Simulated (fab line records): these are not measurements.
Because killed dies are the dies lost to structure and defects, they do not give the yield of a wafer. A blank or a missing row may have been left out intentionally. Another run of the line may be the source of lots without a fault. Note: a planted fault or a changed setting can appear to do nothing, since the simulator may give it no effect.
fab line records | flow nand_harc
record: lots: 7 wafers: 19 last_day: 33
route steps=1302 shown A_CONTACT@991 END@1302
lots that met no fault: from a run of the same line without faults
start_h: start of the lot's first displayed wafer, in hours after the record's first day | wait_h: time in hours since the lot's previous step | " identical to the entry in the row above | L1.1+2: one row covering several wafers at once | - either no value or no given start | * or withheld: withheld | < > ~ a bound
route shown NAME@n: names a module that has steps shown in the file, with the first one's number in the route | usual: mean and standard deviation over wafers with no fault | same: alike in all rows | chamber/n: place in a boat | sites: readings site by site | _std_site: the standard deviation of these | _edge_site: outer sites' mean less inner sites' | radius_mm: for every site, how far away it sits from the centre of the wafer | mask NAME#n: copy n | behind: the most recent tool/chamber to have shaped the wafer | hold: why the lot went on hold/how many hours it stayed there/how the hold came to an end | device: which transistor (n, p or np) failed to switch | end of line: tests of these same wafers at the route's end | where a step has no rows: the recipe by itself | killed: dies that structure and defects cost at the first sort, which is not the same as the wafer's yield | map: the dies of a wafer, with x for killed, . for not killed, _ for no die there
set.NAME: the setting as run; set.NAME@STEP: as run at that earlier step | model.NAME: the simulator's own value behind a step, which no gauge read
certain route steps with their lots: each step a table, each wafer a row
services: a tool's chamber out of use, with start hour (start_h, from the record's first day; less than 0 if before it), hours out, and reason
== steps ==
step: NHARC_A_CONTACT_COAT_36
recipe: spin_rpm: 1500 resist_thk_nm: 90
step: NHARC_A_CONTACT_SOFTBAKE_37
recipe: temp_c: 105 time_s: 55
step: NHARC_A_CONTACT_EBR_38
step: NHARC_A_CONTACT_EXPOSE_39
recipe: na: 1.35 sigma_outer: 0.8 dose_mj: 58.79 mask_id: A_CC_3
step: NHARC_A_CONTACT_PEB_40
recipe: peb_temp_c: 100 peb_time_s: 65
step: NHARC_A_CONTACT_DEVELOP_41
recipe: develop_time_s: 35 dev_temp_c: 23
step: NHARC_A_CONTACT_CD_MEAS_42
recipe: target_cd_nm: 300 landing_energy_ev: 500
usual: cd_nm: 299.9/0.74
columns lot.wafer tool chamber start_h wait_h cd_nm
L596.1 cd_sem-01 0 498.66 - 300.3
L596.2 " 0 " " 300.7
L596.6 " 0 " " 300.0
L604.4 cd_sem-02 0 573.51 - 299.7
L604.6 " 0 " " 298.8
L608.3 cd_sem-02 0 604.48 - 300.6
L608.4 " 0 " " 301.4
L608.5 " 0 " " 300.5
L609.3 cd_sem-03 0 605.02 - 301.0
L609.6 " 0 " " 301.1
L614.1 cd_sem-03 0 678.64 - 299.8
L614.3 " 0 " " 301.3
L614.4 " 0 " " 300.3
L617.3 cd_sem-01 0 698.79 - 300.5
L617.5 " 0 " " 300.4
L617.6 " 0 " " 300.0
L619.1 cd_sem-03 0 716.41 - 301.3
L619.2 " 0 " " 301.3
L619.6 " 0 " " 299.6
step: NHARC_A_CONTACT_OVL_MEAS_43
usual: overlay_x_nm: 0.0/1 overlay_y_nm: 0.1/0.82
columns lot.wafer tool chamber start_h wait_h overlay_x_nm overlay_y_nm
L596.1 overlay-02 - 498.75 - 2.0 -1.6
L596.2 " - " " 0.7 -2.2
L596.6 " - " " 0.9 -1.4
L604.4 overlay-02 - 573.60 - -0.4 0.6
L604.6 " - " " -0.5 0.8
L608.3 overlay-01 - 604.56 - -1.7 0.2
L608.4 " - " " -1.2 0.2
L608.5 " - " " -1.9 0.4
L609.3 overlay-02 - 605.10 - 0.8 -1.1
L609.6 " - " " 1.8 -1.0
L614.1 overlay-02 - 678.73 - -0.6 1.0
L614.3 " - " " -1.2 0.3
L614.4 " - " " -0.8 1.2
L617.3 overlay-01 - 698.88 - 0.2 0.2
L617.5 " - " " 0.4 0.1
L617.6 " - " " 0.3 -0.1
L619.1 overlay-01 - 716.50 - 1.9 0.6
L619.2 " - " " 1.3 0.5
L619.6 " - " " 1.2 0.6
step: NHARC_A_CONTACT_INSPECT_44
usual: raw_defect_count: 76/37
columns lot.wafer tool chamber start_h wait_h raw_defect_count
L596.1 defect_inspect-01 - 498.78 0.0 92
L596.2 " - " " 73
L596.6 " - " " 83
L604.4 defect_inspect-02 - 573.63 0.0 72
L604.6 " - " " 65
L608.3 defect_inspect-01 - 604.60 0.0 15
L608.4 " - " " 11
L608.5 " - " " 17
L609.3 defect_inspect-02 - 605.14 0.0 117
L609.6 " - " " 128
L614.1 defect_inspect-02 - 678.76 0.0 72
L614.3 " - " " 72
L614.4 " - " " 92
L617.3 defect_inspect-01 - 698.91 0.0 15
L617.5 " - " " 24
L617.6 " - " " 16
L619.1 defect_inspect-01 - 716.54 0.0 54
L619.2 " - " " 54
L619.6 " - " " 50
step: NHARC_A_CONTACT_DESCUM_47
recipe: time_s: 3 o2_flow_sccm: 200 ar_flow_sccm: 0 bias_power_w: 0 chemistry: O2
usual: drypump_motor_current_A: 5.8/0.33 oes_product_au: 1.002/0.015 rf_vpp_V: 57.9/0.88 showerhead_plenum_p_Torr: 1.94/0.07 throttle_valve_pct: 11.311/0.0087
columns lot.wafer tool chamber start_h wait_h drypump_motor_current_A oes_product_au rf_hours_counter_h rf_vpp_V showerhead_plenum_p_Torr throttle_valve_pct
L596.2 rie_diel-05 1 498.85 0.1 6.0 0.982 14 57.6 1.94 11.311
L596.1 " 2 " " 6.1 1.006 16 58.7 1.82 11.315
L596.6 " 1 " " 6.0 0.984 - 58.5 1.94 11.303
L604.4 rie_diel-05 0 573.69 0.1 5.7 1.005 27 58.6 1.92 11.312
L604.6 " 1 " " 6.0 0.989 - 57.7 1.94 11.326
L608.3 rie_diel-05 0 604.66 0.1 5.7 1.005 3 59.1 1.92 11.301
L608.4 " 3 " " 5.7 1.001 2 58.6 1.99 11.311
L608.5 " 1 " " 6.0 0.975 - 58.1 1.94 11.318
L609.3 rie_diel-05 2 605.25 0.1 6.0 1.007 2 56.7 1.82 11.309
L609.6 " 0 " " 5.7 0.994 - 58.5 1.92 11.312
L614.3 rie_diel-05 1 678.82 0.1 6.0 0.980 19 57.9 1.93 11.317
L614.4 " 2 " " 6.1 1.012 16 57.8 1.81 11.307
L614.1 " 0 " " 5.7 1.002 20 58.5 1.92 11.320
L617.3 rie_diel-05 0 698.98 0.1 5.7 1.000 25 59.8 1.91 11.308
L617.5 " 0 " " 5.7 0.990 - 56.0 1.92 11.297
L617.6 " 1 " " 6.0 0.977 - 56.0 1.93 11.314
L619.2 rie_diel-05 3 716.70 0.2 5.7 0.985 27 58.5 1.98 11.318
L619.1 " 2 " " 6.1 1.019 26 57.3 1.81 11.297
L619.6 " 3 " " 5.7 0.981 - 57.8 1.98 11.320
step: NHARC_A_CONTACT_ETCH_48
recipe: target_depth_a: 390 over_etch_frac: 0.3 time_s: 65 ion_energy_ev: 80 cf4_flow_sccm: 150 ar_flow_sccm: 0 rf_w: 300 bias_w: 100 chemistry: CF4
usual: drypump_motor_current_A: 5.8/0.3 oes_product_au: 1.002/0.014 rf_vpp_V: 151.5/1.1 run_length_s: 86.4/0.53 showerhead_plenum_p_Torr: 1.79/0.061 throttle_valve_pct: 13.284/0.0084
columns lot.wafer tool chamber start_h wait_h drypump_motor_current_A oes_product_au rf_hours_counter_h rf_vpp_V run_length_s showerhead_plenum_p_Torr throttle_valve_pct
L596.2 rie_diel-05 0 498.93 0.1 5.7 0.996 14 151.3 86.3 1.78 13.295
L596.1 " 3 " " 5.7 1.004 16 152.9 87.0 1.84 13.294
L596.6 " 0 " " 5.7 1.003 - 152.4 86.5 1.78 13.282
L604.4 rie_diel-05 1 573.78 0.1 6.0 0.983 27 150.6 86.4 1.79 13.295
L604.6 " 1 " " 6.0 0.976 - 150.7 86.2 1.79 13.275
L608.3 rie_diel-05 3 604.74 0.1 5.7 0.987 2 152.0 87.0 1.83 13.272
L608.4 " 1 " " 6.0 0.982 3 152.6 86.2 1.79 13.283
L608.5 " 3 " " 5.7 0.998 - 153.9 87.0 1.83 13.279
L609.3 rie_diel-05 1 606.27 1.0 6.0 0.986 4 150.4 86.5 1.79 13.279
L609.6 " 2 " " 6.0 1.018 - 149.7 86.2 1.69 13.286
L614.3 rie_diel-05 2 678.91 0.1 6.1 1.015 16 152.0 86.1 1.68 13.284
L614.1 " 3 " " 5.7 0.987 16 152.0 87.2 1.83 13.292
L614.4 " 1 " " 6.0 0.984 19 153.4 86.5 1.79 13.287
L617.3 rie_diel-05 3 699.06 0.1 5.7 0.994 22 152.6 87.0 1.83 13.281
L617.6 " 3 " " 5.7 0.989 - 150.8 87.0 1.83 13.271
L617.5 " 0 " " 5.7 1.000 - 152.5 86.2 1.77 13.290
L619.2 rie_diel-05 0 716.79 0.1 5.7 0.993 30 149.9 86.1 1.77 13.292
L619.1 " 2 " " 6.0 1.015 26 150.6 86.0 1.68 13.288
L619.6 " 0 " " 5.7 1.004 - 152.0 85.9 1.77 13.288
step: NHARC_A_CONTACT_ETCH_49
recipe: target_depth_a: 2600 over_etch_frac: 0.3 time_s: 475.3 ion_energy_ev: 200 n2_flow_sccm: 150 h2_flow_sccm: 150 ar_flow_sccm: 0 rf_w: 400 bias_w: 150 chemistry: N2/H2
usual: drypump_motor_current_A: 5.8/0.34 oes_product_au: 1.000/0.015 rf_vpp_V: 431.3/2.2 run_length_s: 496.7/0.51 showerhead_plenum_p_Torr: 2.06/0.078 throttle_valve_pct: 14.170/0.0098
columns lot.wafer tool chamber start_h wait_h drypump_motor_current_A oes_product_au rf_hours_counter_h rf_vpp_V run_length_s showerhead_plenum_p_Torr throttle_valve_pct
L596.2 rie_diel-05 1 - - 6.0 0.979 14 430.8 496.6 2.07 14.165
L596.1 " 2 " " 6.1 1.011 16 427.6 496.3 1.94 14.179
L596.6 " 3 " " 5.7 1.017 - 432.6 497.3 2.13 14.171
L604.4 rie_diel-05 1 - - 6.0 0.972 27 431.0 496.5 2.07 14.164
L604.6 " 0 " " 5.7 1.011 - 430.7 496.5 2.05 14.175
L608.3 rie_diel-05 0 - - 5.7 1.001 3 432.9 496.5 2.05 14.185
L608.4 " 1 " " 6.0 0.966 3 430.6 497.0 2.07 14.155
L608.5 " 3 " " 5.7 0.994 - 432.2 497.4 2.12 14.166
L609.3 rie_diel-05 2 - - 6.1 1.009 4 428.8 496.8 1.94 14.166
L609.6 " 0 " " 5.7 0.996 - 431.2 496.2 2.05 14.166
L614.3 rie_diel-05 2 - - 6.1 1.018 16 428.5 496.3 1.93 14.169
L614.1 " 0 " " 5.7 1.003 20 430.1 496.2 2.04 14.163
L614.4 " 1 " " 6.0 0.977 19 431.4 496.5 2.06 14.172
L617.3 rie_diel-05 2 - - 6.1 1.007 22 427.9 496.3 1.93 14.181
L617.5 " 3 " " 5.7 0.986 - 433.0 497.4 2.11 14.180
L617.6 " 0 " " 5.7 0.996 - 431.0 496.2 2.04 14.151
L619.2 rie_diel-05 3 - - 5.7 1.000 27 433.3 497.3 2.11 14.189
L619.1 " 0 " " 5.7 1.011 30 430.7 496.6 2.04 14.174
L619.6 " 2 " " 6.1 1.014 - 426.8 496.6 1.93 14.176
step: NHARC_A_CONTACT_ETCH_50
recipe: target_depth_a: 1210 time_s: 60.5 cf4_flow_sccm: 100 chf3_flow_sccm: 30 ar_flow_sccm: 0 rf_w: 500 bias_w: 200 chemistry: CF4/CHF3
usual: drypump_motor_current_A: 5.7/0.34 oes_product_au: 0.956/0.02 rf_vpp_V: 371.2/2.1 run_length_s: 81.9/0.52 showerhead_plenum_p_Torr: 1.59/0.056 throttle_valve_pct: 16.803/0.0094
columns lot.wafer tool chamber start_h wait_h drypump_motor_current_A oes_product_au rf_hours_counter_h rf_vpp_V run_length_s showerhead_plenum_p_Torr throttle_valve_pct
L596.2 rie_diel-05 2 499.37 - 6.0 0.976 16 368.7 81.6 1.50 16.791
L596.1 " 0 " " 5.7 0.979 14 371.3 81.5 1.58 16.796
L596.6 " 2 " " 6.1 0.970 - 368.3 81.7 1.50 16.791
L604.4 rie_diel-05 3 574.25 - 5.7 0.936 28 372.0 82.7 1.63 16.817
L604.6 " 2 " " 6.1 0.927 - 368.2 70.6 1.50 16.783
L608.3 rie_diel-05 0 605.18 - 5.7 0.954 3 371.3 81.4 1.58 16.808
L608.4 " 1 " " 6.0 0.930 3 370.8 82.1 1.59 16.792
L608.5 " 0 " " 5.7 0.966 - 370.3 70.6 1.58 16.796
L609.3 rie_diel-05 3 607.14 - 5.7 0.935 4 373.3 82.6 1.63 16.815
L609.6 " 3 " " 5.7 0.932 - 372.4 71.1 1.63 16.797
L614.1 rie_diel-05 0 679.35 - 5.7 0.978 20 371.8 81.6 1.58 16.808
L614.4 " 2 " " 6.1 0.975 16 367.8 81.5 1.50 16.804
L614.3 " 3 " " 5.7 0.969 17 371.9 82.9 1.63 16.807
L617.3 rie_diel-05 3 700.24 - 5.7 0.942 22 372.9 82.5 1.62 16.820
L617.5 " 2 " " 6.1 0.965 - 369.2 81.9 1.49 16.814
L617.6 " 3 " " 5.7 0.941 - 370.6 83.2 1.62 16.800
L619.1 rie_diel-05 1 717.24 - 6.0 0.956 25 371.1 81.8 1.59 16.799
L619.2 " 2 " " 6.1 0.996 26 366.9 81.9 1.49 16.804
L619.6 " 0 " " 5.7 0.977 - 370.0 82.0 1.57 16.803
step: NHARC_A_CONTACT_ETCH_51
recipe: target_depth_a: 70000 over_etch_frac: 0.3 time_s: 1820 ion_energy_ev: 150 o2_flow_sccm: 400 cos_flow_sccm: 20 ar_flow_sccm: 0 rf_w: 500 bias_w: 300 chemistry: O2/COS
usual: drypump_motor_current_A: 5.80/0.3 oes_product_au: 1.001/0.014 rf_vpp_V: 314.7/1.8 run_length_s: 1841.4/0.52 showerhead_plenum_p_Torr: 3.16/0.11 throttle_valve_pct: 28.329/0.0083
columns lot.wafer tool chamber start_h wait_h drypump_motor_current_A oes_product_au rf_hours_counter_h rf_vpp_V run_length_s showerhead_plenum_p_Torr throttle_valve_pct
L596.1 rie_diel-05 0 - - 5.71 1.004 15 314.4 1840.9 3.14 28.327
L596.2 " 2 " " 6.10 1.005 16 313.1 1841.2 2.98 28.313
L596.6 " 1 " " 6.00 0.986 - 315.0 1841.3 3.17 28.327
L604.4 rie_diel-05 2 - - 6.11 1.011 28 311.8 1841.0 2.98 28.336
L604.6 " 0 " " 5.70 1.014 - 314.4 1841.2 3.14 28.324
L608.4 rie_diel-05 3 - - 5.71 0.989 3 316.9 1842.3 3.23 28.313
L608.3 " 0 " " 5.72 0.997 4 313.2 1841.0 3.14 28.334
L608.5 " 2 " " 6.09 1.003 - 312.3 1841.4 2.98 28.341
L609.3 rie_diel-05 3 - - 5.70 0.992 4 316.4 1841.9 3.23 28.320
L609.6 " 3 " " 5.70 0.991 - 315.8 1841.9 3.23 28.336
L614.3 rie_diel-05 3 - - 5.69 0.981 17 315.4 1842.2 3.23 28.323
L614.4 " 0 " " 5.72 0.995 20 314.7 1840.9 3.13 28.324
L614.1 " 2 " " 6.07 1.010 16 311.4 1841.2 2.97 28.340
L617.3 rie_diel-05 1 - - 5.98 0.978 23 316.3 1841.6 3.15 28.331
L617.6 " 2 " " 6.10 1.015 - 312.4 1841.4 2.97 28.334
L617.5 " 3 " " 5.71 0.997 - 317.4 1842.0 3.22 28.326
L619.2 rie_diel-05 3 - - 5.70 0.994 27 315.7 1842.3 3.22 28.333
L619.1 " 0 " " 5.70 1.001 30 314.5 1841.4 3.12 28.331
L619.6 " 2 " " 6.15 1.021 - 313.1 1841.3 2.96 28.329
step: NHARC_END_SORT_01
recipe: temp_c: 25
usual: killed_at_array: 58/22 killed_at_other: 1.0/1.3 killed_at_periphery: 5/3.4 killed_dies: 64/22 killed_open: 3.6/1.8 killed_short: 2.4/1.7
same: gross_dies: 677
columns lot.wafer tool chamber start_h wait_h killed_at_array killed_at_other killed_at_periphery killed_dies killed_open killed_short
L604.6 prober-01 0 651.00 4.0 120 0 6 126 5 3
L608.5 prober-01 0 680.52 3.6 77 0 2 79 4 1
L614.1 prober-01 0 750.06 2.5 56 0 1 57 1 2
L614.3 prober-01 0 751.67 3.1 56 1 3 60 4 4
L614.4 prober-01 0 752.48 3.4 75 2 2 79 6 3
killed by level:class
L604.6 A_CONTACT:area_etch=68 A_SLIT:chamber_film_flake=27 A_CONTACT:chamber_film_flake=9 A_CHANNEL_HOLE_D2:chamber_film_flake=8 A_CHANNEL_HOLE_D1:chamber_film_flake=3 P_GATE:geometric_particle:open=2 P_STI:chamber_film_flake=2 P_CONTACT:geometric_particle:open=1
L608.5 A_CONTACT:area_etch=55 A_CHANNEL_HOLE_D1:chamber_film_flake=9 A_SLIT:chamber_film_flake=5 A_CONTACT:chamber_film_flake=2 P_CONTACT:geometric_particle:open=1 P_M1:geometric_particle:open=1 A_DECK1_JOINT:geometric_particle:short=1 A_WL_FILL:geometric_particle:open=1
L614.1 A_SLIT:chamber_film_flake=31 A_CHANNEL_HOLE_D1:chamber_film_flake=8 A_CONTACT:chamber_film_flake=5 A_ZERO_WELL:chamber_film_flake=2 A_STAIRCASE:chamber_film_flake=2 A_WL_FILL:chamber_film_flake=2 A_CHANNEL_HOLE_D2:geometric_particle:short=1 A_CHANNEL_FILL_D2:geometric_particle:open=1
L614.3 A_SLIT:chamber_film_flake=31 A_CHANNEL_HOLE_D1:chamber_film_flake=11 A_CONTACT:chamber_film_flake=4 A_CHANNEL_FILL_D2:chamber_film_flake=2 A_STAIRCASE:chamber_film_flake=2 P_CONTACT:geometric_particle:open=1 P_CONTACT:geometric_particle:short=1 P_M1:geometric_particle:short=1
L614.4 A_SLIT:chamber_film_flake=37 A_CHANNEL_HOLE_D1:chamber_film_flake=16 A_STAIRCASE:chamber_film_flake=4 A_CONTACT:chamber_film_flake=4 A_WL_FILL:geometric_particle:open=2 THIN_TSV:chamber_film_flake=2 P_M0:geometric_particle:open=1 A_SOURCE_PLATE:geometric_particle:open=1
== services ==
columns tool chamber start_h hours kind
rie_diel-05 0 489.60 - clean
rie_diel-05 1 489.60 - clean
rie_diel-05 2 489.60 - clean
rie_diel-05 3 489.60 - clean
rie_diel-05 2 503.05 1.7 repair
rie_diel-05 0 514.10 - clean
rie_diel-05 1 514.10 - clean
rie_diel-05 2 514.10 - clean
rie_diel-05 3 514.10 - clean
rie_diel-05 0 538.86 - clean
rie_diel-05 1 538.86 - clean
rie_diel-05 2 538.86 - clean
rie_diel-05 3 538.86 - clean
rie_diel-05 0 563.42 - clean
rie_diel-05 1 563.42 - clean
rie_diel-05 2 563.42 - clean
rie_diel-05 3 563.42 - clean
rie_diel-05 - 584.22 9.0 pm
rie_diel-05 0 584.22 9.0 vent_cycle
rie_diel-05 1 584.22 9.0 vent_cycle
rie_diel-05 2 584.22 9.0 vent_cycle
rie_diel-05 3 584.22 9.0 vent_cycle
rie_diel-05 0 641.73 1.7 repair
rie_diel-05 1 684.98 12.2 repair
== key ==
first_sign: step: NHARC_A_CONTACT_ETCH_50 reading: run_length_s direction: down sigmas: 21 usual: * struck: *
more_kills_born_at: NHARC_A_CONTACT_ETCH_50@rie_diel-05: 123
met_at NHARC_A_CONTACT_ETCH_50
struck_wafers L604.6,L608.5,L609.6
sort_left_out L609.6
tester_left_out L604,L608,L609
onset_between 499.37 574.25
fault: kind: process_parameter_drift tool: rie_diel-05 chamber: - onset_h: 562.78 steps: NHARC_A_CONTACT_ETCH_50 channel: time_s offset: * shape: step end_h: 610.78 scope: struck_wafers_only acts_in: * stated: *
tester_left_out: of these lots the tester's yield and bins aren't shown, on N5 and GAA mostly nor the transistor test; their killed dies are dies lost to structure and defects alone, not to doping, threshold or leakage, so they don't give the yield
sort_left_out: the simulated sort isn't trusted on such a fault, so these wafers' sort isn't shown, and their yield isn't known
